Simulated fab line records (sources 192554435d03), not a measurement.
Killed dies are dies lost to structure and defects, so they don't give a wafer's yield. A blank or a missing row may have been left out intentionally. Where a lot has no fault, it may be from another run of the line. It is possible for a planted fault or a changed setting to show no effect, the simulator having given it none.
Matching of chambers || flow n5 finfet || rie diel-04 running N5_MIM_TOP_ETCH_STRIP_01: 4 sister chambers
The step strips in O2. 4 wafers are shown with their chamber, then 9 later ones without.

WAFERS, EACH WITH ITS CHAMBER
{"wafer": "L082.5", "chamber": 2, "showerhead plenum p Torr (Torr)": 2.23}
{"wafer": "L089.6", "chamber": 3, "showerhead plenum p Torr (Torr)": 2.03}
{"wafer": "L093.3", "chamber": 0, "showerhead plenum p Torr (Torr)": 2.03}
{"wafer": "L093.6", "chamber": 1, "showerhead plenum p Torr (Torr)": 2.09}

WAFERS WITH NO CHAMBER GIVEN
{"wafer": "L090.1", "showerhead plenum p Torr (Torr)": 2.09}
{"wafer": "L090.4", "showerhead plenum p Torr (Torr)": 2.03}
{"wafer": "L090.6", "showerhead plenum p Torr (Torr)": 2.09}
{"wafer": "L091.2", "showerhead plenum p Torr (Torr)": 2.08}
{"wafer": "L091.3", "showerhead plenum p Torr (Torr)": 2.03}
{"wafer": "L091.6", "showerhead plenum p Torr (Torr)": 2.09}
{"wafer": "L097.1", "showerhead plenum p Torr (Torr)": 2.03}
{"wafer": "L097.3", "showerhead plenum p Torr (Torr)": 2.22}
{"wafer": "L097.4", "showerhead plenum p Torr (Torr)": 2.02}

WHICH CHAMBER EACH ONE RAN IN
{"wafer": "L090.1", "from the rows above": 1, "in truth": 1}
{"wafer": "L090.4", "from the rows above": "can't be placed: 0 or 3", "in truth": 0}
{"wafer": "L090.6", "from the rows above": 1, "in truth": 1}
{"wafer": "L091.2", "from the rows above": 1, "in truth": 1}
{"wafer": "L091.3", "from the rows above": "can't be placed: 0 or 3", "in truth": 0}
{"wafer": "L091.6", "from the rows above": 1, "in truth": 1}
{"wafer": "L097.1", "from the rows above": "can't be placed: 0 or 3", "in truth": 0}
{"wafer": "L097.3", "from the rows above": 2, "in truth": 2}
{"wafer": "L097.4", "from the rows above": "can't be placed: 0 or 3", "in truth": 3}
5 of 9 placed correctly. Cannot be placed on the basis of these rows: 4; the candidates contain the true chamber in 4. 0 placed wrongly.
How it was worked out, from the rows above alone: a wafer's distance from a chamber is the root of the sum, over the readings, of the square of ((its reading less the chamber's mean) divided by the reading's scatter). If the next closest chamber is less than 2 further off than the closest, the wafer can't be placed; otherwise it belongs to the closest. Each chamber's mean is taken over the wafers shown for it. The scatter: with one shown wafer a chamber, the root of the mean of the squares of how far each hidden wafer lies from its nearest shown one.
